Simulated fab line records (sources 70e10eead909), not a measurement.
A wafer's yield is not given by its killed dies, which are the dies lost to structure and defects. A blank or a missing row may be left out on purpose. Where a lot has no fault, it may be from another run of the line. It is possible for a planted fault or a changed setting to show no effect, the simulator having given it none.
Matching of chambers | flow nand harc | NHARC_P_BONDPAD_DEP_00 on pecvd-03 has 3 sister chambers
The step deposits SiCN, target thk 250 nm. 20 wafers are shown with their chamber, then 10 later ones without.

EACH WAFER AND ITS CHAMBER
wafer  | chamber | heater power w (W)
L077.3 | 1       | 562
L077.4 | 1       | 594
L077.6 | 2       | 631
L076.1 | 1       | 534
L076.3 | 0       | 587
L076.5 | 0       | 618
L076.2 | 2       | 651
L076.4 | 2       | 657
L076.6 | 1       | 547
L081.1 | 2       | 695
L081.3 | 1       | 597
L081.5 | 1       | 598
L082.1 | 1       | 533
L082.3 | 2       | 689
L082.5 | 2       | 692
L085.1 | 1       | 555
L085.2 | 0       | 681
L085.4 | 1       | 563
L090.2 | 0       | 684
L090.5 | 0       | 694

SIGNATURES (averages over the wafers above)
reading        | chamber 0 | chamber 1 | chamber 2 | scatter within a chamber
heater power w | 652.80    | 564.78    | 669.17    | 32.4
Rule: a wafer's distance from a chamber is the root of the sum, over the readings, of the square of ((its reading less the chamber's mean) divided by the reading's scatter). If the next closest chamber is less than 2 further off than the closest, the wafer can't be placed; otherwise it belongs to the closest. The scatter: take each reading less its chamber's mean, square it, sum over the shown wafers, divide by the number of wafers less the number of chambers, and take the root.

WAFERS WITHOUT THEIR CHAMBER
wafer  | heater power w (W)
L090.6 | 695
L093.1 | 574
L093.5 | 631
L093.6 | 592
L094.1 | 592
L094.2 | 498
L094.4 | 599
L097.2 | 553
L097.4 | 649
L097.5 | 560

THE CHAMBER EACH PASSED THROUGH
wafer  | from the rows above          | in truth
L090.6 | can't be placed: 2 or 0      | 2
L093.1 | 1                            | 1
L093.5 | can't be placed: 0 or 2 or 1 | 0
L093.6 | can't be placed: 1 or 0 or 2 | 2
L094.1 | can't be placed: 1 or 0 or 2 | 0
L094.2 | 1                            | 1
L094.4 | can't be placed: 1 or 0 or 2 | 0
L097.2 | 1                            | 1
L097.4 | can't be placed: 0 or 2      | 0
L097.5 | 1                            | 1
Correctly placed: 4 of 10. These rows do not allow placing 6 (true chamber among the candidates in 6). Number placed wrongly: 0.
